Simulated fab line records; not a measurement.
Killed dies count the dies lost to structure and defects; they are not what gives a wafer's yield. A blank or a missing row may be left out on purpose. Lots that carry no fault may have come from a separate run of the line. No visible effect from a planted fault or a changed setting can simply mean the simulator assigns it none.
Split-lot experiment    flow n5 finfet    route with 1938 steps; 7 lots, 21 wafers read

== ON THE SPLIT ==
At N5_BEOL_M11_EXPOSE_08 (exposes mask M11), the setting dose mj was moved away from the recipe's 53.75 on 3 of the 21 wafers read, by +4.5% to +6.3%. This setting was run at the recipe's value on the other wafers.

== FROM THE SPLIT TO THE READING: what the file shows between them, 10 steps ==
- N5_BEOL_M11_PEB_09: peb time 60 s
- N5_BEOL_M11_DEVELOP_10: develop time 30 s
- N5_BEOL_M11_CD_MEAS_11: target cd 64.1 nm
- N5_BEOL_M11_DESCUM_16: chemistry O2, time 7.9 s
- N5_BEOL_M11_ETCH_61: etches SiARC in CF4, target depth 39 nm, time 65 s
- N5_BEOL_M11_ETCH_62: etches SOC in N2/H2, target depth 110 nm, overetch 22 nm, time 165 s
- N5_BEOL_M11_STRIP_68: strips in N2/H2
- N5_BEOL_M11_STRIP_67: strips in CF4
- N5_BEOL_M11_HM_OPEN_17: chemistry Cl2/BCl3, target TiN, target depth 20 nm, overetch 6 nm
- N5_BEOL_M11_STRIP_19: strips in O2

== THE READING ==
cd nm, in nm, at N5_BEOL_M11_CD_MEAS_18 (pitch 140 nm, target cd 70 nm). A value of 70.1 nm with a standard deviation of 0.66 nm is what fault-free wafers of this fab line usually give.

wafer   tool, chamber at the split  dose mj as run  against the recipe  cd nm, nm  against lot-mates on the recipe
L075.1  arfi scanner-03, 0          53.75           recipe              70.4       -
L075.3  arfi scanner-03, 0          53.75           recipe              70.7       -
L075.6  arfi scanner-03, 0          53.75           recipe              70.5       -
L077.1  arfi scanner-02, 0          53.75           recipe              71.4       -
L077.2  arfi scanner-02, 0          53.75           recipe              70.2       -
L077.5  arfi scanner-02, 0          53.75           recipe              70.7       -
L080.4  arfi scanner-02, 0          53.75           recipe              70.1       -
L080.5  arfi scanner-02, 0          53.75           recipe              70.0       -
L080.6  arfi scanner-02, 0          53.75           recipe              69.9       -
L082.1  arfi scanner-03, 0          53.75           recipe              70.0       -
L082.2  arfi scanner-03, 0          53.75           recipe              69.9       -
L082.4  arfi scanner-03, 0          57.14           +6.3%               73.2       +3.2
L083.1  arfi scanner-03, 0          53.75           recipe              68.9       -
L083.4  arfi scanner-03, 0          53.75           recipe              69.6       -
L083.6  arfi scanner-03, 0          53.75           recipe              68.6       -
L093.1  arfi scanner-02, 0          56.19           +4.5%               72.8       +2.0
L093.3  arfi scanner-02, 0          56.19           +4.5%               72.2       +1.4
L093.6  arfi scanner-02, 0          53.75           recipe              70.8       -
L097.2  arfi scanner-02, 0          53.75           recipe              69.4       -
L097.3  arfi scanner-02, 0          53.75           recipe              70.2       -
L097.4  arfi scanner-02, 0          53.75           recipe              70.3       -

FIT RESULTS
A straight line over all 21 wafers: cd nm changes by +0.512 nm for each +1% of dose mj; r = +0.83; the points scatter about the line by 0.65 nm.
The same after taking each lot's own level away (the mean of its wafers on the recipe; 21 wafers): +0.445 nm for each +1%; r = +0.92; scatter 0.35 nm.
On that fit, the largest move of dose mj shifts the reading by 2.8 nm.
From 69.03 to 70.80 nm: that is the span of the lots' own levels, equal to 2.7 times the standard deviation above.
In other words, the slope is changed by the lot-to-lot level; the two fits disagree.
Check: +2.36 nm against its lot-mates is what the line predicts for one of the wafers moved furthest among these (+6.3%) when that wafer is left out of the fit. It came out at +3.25 nm against them.

== THE WHOLE CHAIN: every reading that the file lists as answering this split, in the file's order ==
step                    what it does                                                          reading                                                                 change (the file's fit)                r (the file's)
N5_BEOL_M11_CD_MEAS_11  target cd 64.1 nm                                                     cd nm                                                                   +0.424 nm for each +1% of the setting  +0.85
N5_BEOL_M11_ETCH_61     etches SiARC in CF4, target depth 39 nm, time 65 s                    BEOL_M11.cd offset nm (the simulator's own value, which no gauge read)  +0.475 nm for each +1% of the setting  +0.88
N5_BEOL_M11_ETCH_62     etches SOC in N2/H2, target depth 110 nm, overetch 22 nm, time 165 s  BEOL_M11.cd offset nm (the simulator's own value, which no gauge read)  +0.493 nm for each +1% of the setting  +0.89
N5_BEOL_M11_HM_OPEN_17  chemistry Cl2/BCl3, target TiN, target depth 20 nm, overetch 6 nm     BEOL_M11.cd offset nm (the simulator's own value, which no gauge read)  +0.483 nm for each +1% of the setting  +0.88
N5_BEOL_M11_CD_MEAS_18  pitch 140 nm, target cd 70 nm                                         cd nm                                                                   +0.466 nm for each +1% of the setting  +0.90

== THE FILE'S OWN FIT ==
cd nm changes by +0.466 nm for each +1% of dose mj, r = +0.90.
